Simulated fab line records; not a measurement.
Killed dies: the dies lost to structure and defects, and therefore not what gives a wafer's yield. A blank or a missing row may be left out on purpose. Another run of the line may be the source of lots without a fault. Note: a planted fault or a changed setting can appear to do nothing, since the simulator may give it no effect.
Matching of chambers -- flow n5-finfet -- 4 sister chambers for N5_FIN_CUT_CUT_ETCH_28 on rie-si-03
The step etches Si in HBr/Cl2/O2, target depth 6 nm, time 2.4 s. 18 wafers are shown with their chamber, then 9 later ones without.

EACH WAFER AND ITS CHAMBER
wafer,chamber,drypump-motor-current-A (A),throttle-valve-pct (%),oes-product-au (a.u.)
L076.1,0,5.0,36.9,0.991
L076.4,1,6.5,37.6,0.994
L076.6,1,6.5,37.6,1.001
L078.2,2,5.8,36.5,0.975
L078.4,0,5.0,36.9,0.989
L078.6,1,6.4,37.6,0.994
L079.2,0,5.0,36.9,0.997
L079.3,2,5.8,36.5,0.980
L079.4,3,5.2,37.2,1.024
L080.2,0,5.0,36.9,0.993
L080.3,2,5.8,36.6,0.973
L080.5,3,5.3,37.3,1.028
L081.1,2,5.8,36.5,0.982
L081.2,0,5.0,36.9,0.996
L081.5,2,5.8,36.5,0.977
L082.2,1,6.5,37.6,0.996
L082.5,0,5.0,36.9,0.997
L082.6,3,5.3,37.3,1.023

SIGNATURES, as means of the wafers listed above
reading,chamber 0,chamber 1,chamber 2,chamber 3,scatter within a chamber
drypump-motor-current-A,5.000,6.475,5.800,5.267,0.0318
throttle-valve-pct,36.900,37.600,36.520,37.267,0.0324
oes-product-au,0.99383,0.99625,0.97740,1.02500,0.00335
Rule: for each reading, subtract the chamber's mean from the wafer's reading, divide by that reading's scatter and square the result; add these up over the readings and take the root, which gives the wafer's distance from the chamber. If the next closest chamber is less than 2 further off than the closest, the wafer can't be placed; otherwise it belongs to the closest. The scatter is the square root of a quotient: the sum, over the shown wafers, of each reading's squared deviation from its chamber's mean, divided by wafers minus chambers.

WAFERS WITHOUT THEIR CHAMBER
wafer,drypump-motor-current-A (A),throttle-valve-pct (%),oes-product-au (a.u.)
L084.2,5.8,36.6,0.987
L084.4,5.8,36.5,0.982
L084.5,6.4,37.6,0.987
L088.3,5.0,36.9,0.990
L088.5,5.3,37.3,1.026
L088.6,5.0,36.9,0.995
L089.2,5.8,36.5,0.983
L089.4,5.1,36.9,0.993
L089.6,5.1,36.9,0.987

WHICH CHAMBER EACH ONE RAN IN
wafer,from the rows above,in truth
L084.2,2,2
L084.4,2,2
L084.5,1,1
L088.3,0,0
L088.5,3,3
L088.6,0,0
L089.2,2,2
L089.4,0,0
L089.6,0,0
Placed correctly: 9 of 9. Left unplaced by these rows: 0. Number placed wrongly: 0.
